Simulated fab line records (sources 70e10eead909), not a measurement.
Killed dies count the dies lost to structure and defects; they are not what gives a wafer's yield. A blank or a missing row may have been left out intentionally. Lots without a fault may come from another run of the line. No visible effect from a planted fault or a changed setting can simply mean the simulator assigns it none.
2 desks, one fault -- flow nand harc -- only its own numbers are on each desk; what lay behind them is given at the end

## TOOL OWNER'S DESK, litho track-01
The tool's own readings at NHARC_P_M1_SOFTBAKE_04 (time 55 s): means of the sampled wafers that have a number, for each lot that ran on this tool. Any lot whose mean is over 4 standard deviations away from the usual mean is out of limits and marked OUT; that distance is given in the brackets.
Columns: A = heater power total W at NHARC_P_M1_SOFTBAKE_04, usual 188.43 W
lot,first seen here,A
L791,day 8 02:00,188.43
L792,day 8 20:00,188.45
L796,day 10 16:00,179.99 (-70) OUT
L800,day 12 07:00,180.08 (-70) OUT
This desk's finding: out of limits on L796, L800; first on L796, day 10 16:00 (heater power total W at NHARC_P_M1_SOFTBAKE_04). Within limits: L791, L792.

## METROLOGY DESK
What the gauges read for every lot (on any tool): the sampled wafers with a number, averaged. Any lot whose mean is over 4 standard deviations away from the usual mean is out of limits and marked OUT; that distance is given in the brackets.
Columns: A = cd nm at NHARC_P_M1_CD_MEAS_09, usual 129.9 nm; B = cd nm at NHARC_P_M1_CD_MEAS_16, usual 129.8 nm
lot,first seen here,A,B
L786,day 6 04:46,129.8,129.5
L787,day 6 09:27,130.1,129.5
L791,day 8 02:45,130.3,130.1
L792,day 8 20:38,130.4,130.3
L793,day 9 04:41,129.8,129.4
L794,day 9 18:39,129.8,129.6
L796,day 10 17:04,129.6,129.1
L800,day 12 08:12,130.3,130.2
L805,day 14 04:22,130.3,130.3
L806,day 14 15:13,130.7,130.6
L807,day 14 23:39,129.6,129.4
L808,day 15 12:25,129.7,129.3
L809,day 16 01:41,129.9,129.9
Finding of this desk: none of the 13 lots has anything out of limits.

## PUT TOGETHER
The tool owner's desk could have raised an alarm at day 10 16:00, on L796, L800.
Nothing out of limits was seen by the metrology desk.
The metrology desk has L796, L800 on record, within its limits.
All the named lots went through NHARC_P_M1_SOFTBAKE_04 on litho track-01.

## WHAT THE SIMULATOR HAD INSERTED
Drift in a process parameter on litho track-01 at NHARC_P_M1_SOFTBAKE_04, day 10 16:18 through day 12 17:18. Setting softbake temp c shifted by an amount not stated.
Shown lots that were struck: L796, L800.
